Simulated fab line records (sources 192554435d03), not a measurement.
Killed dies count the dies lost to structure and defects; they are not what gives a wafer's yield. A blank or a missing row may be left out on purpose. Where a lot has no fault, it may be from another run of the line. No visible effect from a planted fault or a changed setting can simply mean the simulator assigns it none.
Chamber matching -- flow n5 finfet -- N5_BEOL_M0_SAQP_PECVD_04 on pecvd-01: 3 sister chambers
The step deposits a-Si from SiH4/He, target thk 60 nm, time 60.2 s. 14 wafers are shown with their chamber, then 7 later ones without.

WAFERS WITH THEIR CHAMBER
wafer,chamber,throttle valve pct (%),showerhead plenum p Torr (Torr),rf fwd power W (W)
L078.1,2,17.2,5.709,99.9
L078.2,1,18.4,5.712,99.0
L078.3,0,17.9,5.706,99.4
L080.2,0,17.7,5.698,99.3
L080.5,2,17.9,5.713,99.5
L080.6,0,17.9,5.701,99.4
L083.1,0,17.6,5.694,99.9
L083.3,2,17.7,5.716,99.0
L083.5,0,17.8,5.698,99.6
L088.1,1,18.1,5.734,99.2
L088.3,2,17.4,5.731,99.5
L088.4,1,18.4,5.725,98.9
L092.1,2,17.7,5.728,100.0
L092.2,0,17.7,5.709,99.3

SIGNATURES (averages over the wafers above)
reading,chamber 0,chamber 1,chamber 2,scatter within a chamber
throttle valve pct,17.767,18.300,17.580,0.2
showerhead plenum p Torr,5.70100,5.72367,5.71940,0.00837
rf fwd power W,99.483,99.033,99.580,0.293
Rule: distance of a wafer from a chamber = root of the sum over the readings of ((wafer's reading minus chamber's mean) / reading's scatter) squared. The wafer belongs to the nearest chamber; if the next one is less than 2 further off, it can't be placed. The scatter: the root of (the sum of the squares of (reading less its chamber's mean) over the shown wafers, divided by (wafers less chambers)).

WAFERS MISSING THEIR CHAMBER
wafer,throttle valve pct (%),showerhead plenum p Torr (Torr),rf fwd power W (W)
L092.3,18.5,5.727,99.2
L093.1,18.3,5.716,99.5
L093.2,17.6,5.700,99.5
L093.4,18.4,5.722,99.5
L097.3,17.7,5.704,99.3
L097.4,18.1,5.724,98.5
L097.5,17.8,5.715,99.8

WHICH CHAMBER EACH WENT THROUGH
wafer,from the rows above,in truth
L092.3,1,1
L093.1,can't be placed: 1 or 0 or 2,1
L093.2,can't be placed: 0 or 2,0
L093.4,1,1
L097.3,can't be placed: 0 or 2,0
L097.4,1,1
L097.5,can't be placed: 2 or 0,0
Correct placement for 3 of the 7. From these rows, 4 cannot be placed; in 4 the true chamber is one of the candidates. Wrongly placed: 0.
